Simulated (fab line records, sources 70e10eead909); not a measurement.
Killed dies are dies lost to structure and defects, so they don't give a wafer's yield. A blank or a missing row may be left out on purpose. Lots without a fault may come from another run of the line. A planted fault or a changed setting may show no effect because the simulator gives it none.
A struck lot beside a sound one | flow nand_harc | 14 steps out of a route of 1302
Sound: wafers L159.1, L159.2, L159.5. Struck: wafers L172.1, L172.4, L172.5. The cause comes at the end.
At each step with rows: each side's tool, then ch and its chambers, then its first start. Under that, the readings that differ: sound wafers | struck wafers | difference of the means | sigmas: that difference in standard deviations of wafers without a fault.
alike: readings whose means differ by less than 2 such deviations, and words and numbers that are the same on both sides. not compared: withheld readings, readings that some wafer has no value for, bounds like >300 that may hide the same value, and numbers for which the record gives no deviation and whose values overlap.
The two part at a step that has a row with sigmas, a row that says differs or no value, or rows on one side only. Numbers that don't overlap but have no deviation are shown without sigmas and don't part them. A reading that every wafer of one side lacks parts them only if that side has two wafers or more.

first, 1 step without rows for these wafers: NHARC_A_STAIRCASE_HARDBAKE_218 (time 140 s).
NHARC_A_STAIRCASE_DESCUM_219: chemistry O2, time 3 s.
  sound on rie_diel-01 ch 0,1, day 16 11:59; struck on rie_diel-10 ch 0,1,2, day 22 04:11
  alike: drypump_motor_current_A, oes_product_au, rf_vpp_V, showerhead_plenum_p_Torr, throttle_valve_pct
  not compared: rf_hours_counter_h
NHARC_A_STAIRCASE_TRIM_220: chemistry O2, time 211.2 s.
  sound on rie_diel-01 ch 0,3, day 16 12:04; struck on rie_diel-10 ch 1,2, day 22 04:16
  alike: drypump_motor_current_A, oes_product_au, rf_vpp_V, showerhead_plenum_p_Torr, throttle_valve_pct
  not compared: rf_hours_counter_h
then, 2 steps without rows for these wafers: NHARC_A_STAIRCASE_ETCH_221 (etches the open film in C4F8/O2, target depth 100 nm, time 40.5 s); NHARC_A_STAIRCASE_TRIM_222 (chemistry O2, time 211.2 s).
NHARC_A_STAIRCASE_ETCH_223: etches the open film in C4F8/O2, target depth 100 nm, time 40.5 s.
  sound on rie_diel-01 ch 1,2,3; struck on rie_diel-10 ch 0,1,2
  alike: oes_product_au, rf_fwd_power_W, rf_vpp_V
  not compared: rf_hours_counter_h
then, 4 steps without rows for these wafers: NHARC_A_STAIRCASE_TRIM_224 (chemistry O2, time 211.2 s); NHARC_A_STAIRCASE_ETCH_225 (etches the open film in C4F8/O2, target depth 100 nm, time 40.5 s); NHARC_A_STAIRCASE_TRIM_226 (chemistry O2, time 211.2 s); NHARC_A_STAIRCASE_ETCH_227 (etches the open film in C4F8/O2, target depth 100 nm, time 40.5 s).
NHARC_A_STAIRCASE_TRIM_229: chemistry O2, time 211.2 s.
  sound on rie_diel-10 ch 1,2,3, day 16 13:06; struck on rie_diel-01 ch 0,3, day 22 05:17
  alike: drypump_motor_current_A, oes_product_au, rf_vpp_V, showerhead_plenum_p_Torr, throttle_valve_pct
  not compared: rf_hours_counter_h
NHARC_A_STAIRCASE_ETCH_230: etches the open film in C4F8/O2, target depth 100 nm, time 40.5 s.
  sound on rie_diel-10 ch 2,3, day 16 13:20; struck on rie_diel-01 ch 0,1,3, day 22 05:29
  reading               | sound             | struck            | difference | sigmas
  oes_product_au (a.u.) | 0.962 0.952 0.962 | 1.204 1.232 1.220 | +0.260     | +14
  rf_fwd_power_W (W)    | 593 591 593       | 829 824 836       | +237       | +70
  alike: rf_vpp_V
  not compared: rf_hours_counter_h
NHARC_A_STAIRCASE_TRIM_231: chemistry O2, time 211.2 s.
  sound on rie_diel-10 ch 1,2; struck on rie_diel-01 ch 0,2,3
  alike: drypump_motor_current_A, oes_product_au, rf_vpp_V, showerhead_plenum_p_Torr, throttle_valve_pct
  not compared: rf_hours_counter_h
-- the record jumps here: 8 days lie between the struck wafers' starts before and after (it left off in module A_STAIRCASE and takes up again in module END, whose first step shown is number 1302 of the route) --
NHARC_END_SORT_01:
  sound on prober-02 ch 0, day 24 22:01; struck on prober-01 ch 0, day 30 06:38
  reading         | sound    | struck                                                               | difference                   | sigmas
  hold            | - - -    | await_dispo/4.8h/scrap await_dispo/4.8h/scrap await_dispo/4.8h/scrap | no value on the sound wafers |
  killed_at_array | 45 54 49 | 673 673 676                                                          | +625                         | +28
  killed_dies     | 55 63 57 | 677 677 677                                                          | +619                         | +28
  alike: killed_at_other, killed_at_periphery, killed_open, killed_short

WHERE THEY PART
First at NHARC_A_STAIRCASE_ETCH_230; last, within this record, at NHARC_END_SORT_01.

WHY: what the simulator had put in
Process parameter drift: rie_diel-01, from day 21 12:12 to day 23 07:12, at NHARC_A_STAIRCASE_ETCH_230. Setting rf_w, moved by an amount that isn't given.
